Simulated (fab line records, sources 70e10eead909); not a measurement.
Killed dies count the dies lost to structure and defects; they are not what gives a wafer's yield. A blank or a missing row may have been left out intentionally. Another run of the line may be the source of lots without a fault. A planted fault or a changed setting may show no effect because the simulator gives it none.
Chamber matching    flow nand-harc    NHARC_THIN_TSV_ETCHBACK_48 on rie-diel-12 has 4 sister chambers
The step etches the open film in C4F8/Ar, target depth 1028.5 nm, time 405.17 s. 8 wafers are shown with their chamber, then 8 later ones without.

## EACH WAFER AND ITS CHAMBER
wafer   chamber  rf-vpp-V (V)  oes-product-au (a.u.)
L093.3  2        542           0.93
L093.4  3        546           0.94
L093.5  0        544           0.95
L093.6  1        542           0.93
L094.1  1        542           0.92
L094.2  2        543           0.93
L094.3  0        546           0.95
L094.4  3        547           0.94

## WAFERS WITH NO CHAMBER GIVEN
wafer   rf-vpp-V (V)  oes-product-au (a.u.)
L094.5  542           0.93
L094.6  546           0.93
L095.1  543           0.92
L095.2  547           0.93
L095.3  545           0.94
L095.4  541           0.92
L095.5  546           0.94
L095.6  545           0.95

## THE CHAMBER EACH PASSED THROUGH
wafer   from the rows above           in truth
L094.5  can't be placed: 2 or 1       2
L094.6  can't be placed: 3 or 2 or 1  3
L095.1  can't be placed: 1 or 2       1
L095.2  3                             3
L095.3  can't be placed: 3 or 0       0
L095.4  can't be placed: 1 or 2       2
L095.5  3                             3
L095.6  0                             0
Correctly placed: 3 of 8. Not placeable from these rows: 5 (in 5, the candidates include the true chamber). 0 placed wrongly.
How it was worked out, from the rows above alone: a wafer's distance from a chamber is the root of the sum, over the readings, of the square of ((its reading less the chamber's mean) divided by the reading's scatter). The wafer belongs to the nearest chamber; if the next one is less than 2 further off, it can't be placed. For every chamber, the mean is computed from those of its wafers that are shown. The scatter is the square root of a quotient: the sum, over the shown wafers, of each reading's squared deviation from its chamber's mean, divided by wafers minus chambers.
